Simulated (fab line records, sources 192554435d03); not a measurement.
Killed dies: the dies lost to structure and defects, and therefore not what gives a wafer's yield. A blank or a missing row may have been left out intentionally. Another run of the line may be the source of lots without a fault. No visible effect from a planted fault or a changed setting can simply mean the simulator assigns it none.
Chamber matching    flow n5 finfet    uv cure-03 running N5_BEOL_M8_CURE_75: 3 sister chambers
The step cures SiCOH lowk, time 120 s. 3 wafers are shown with their chamber, then 9 later ones without.

== WAFERS PAIRED WITH THEIR CHAMBERS ==
wafer   chamber  wafer_temp_C_max
L087.3  2        371.3
L090.5  1        371.9
L091.4  0        372.5

== WAFERS WHOSE CHAMBER IS MISSING ==
wafer   wafer_temp_C_max
L095.1  372.3
L095.4  373.2
L095.6  373.2
L092.2  371.1
L092.5  371.6
L092.6  371.3
L097.3  373.1
L097.4  373.3
L097.6  372.3

== THE CHAMBER EACH PASSED THROUGH ==
wafer   from the rows above           in truth
L095.1  can't be placed: 0 or 1 or 2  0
L095.4  can't be placed: 0 or 1       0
L095.6  can't be placed: 0 or 1       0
L092.2  can't be placed: 2 or 1       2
L092.5  can't be placed: 1 or 2 or 0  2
L092.6  can't be placed: 2 or 1       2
L097.3  can't be placed: 0 or 1       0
L097.4  can't be placed: 0 or 1       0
L097.6  can't be placed: 0 or 1 or 2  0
Placed correctly: 0 of 9. These rows do not allow placing 9 (true chamber among the candidates in 9). 0 placed wrongly.
How it was worked out, from the rows above alone: a wafer's distance from a chamber is the root of the sum, over the readings, of the square of ((its reading less the chamber's mean) divided by the reading's scatter). If the next closest chamber is less than 2 further off than the closest, the wafer can't be placed; otherwise it belongs to the closest. For every chamber, the mean is computed from those of its wafers that are shown. The scatter (one wafer shown for each chamber): square how far every hidden wafer sits from the nearest shown wafer, average those squares and take the square root.
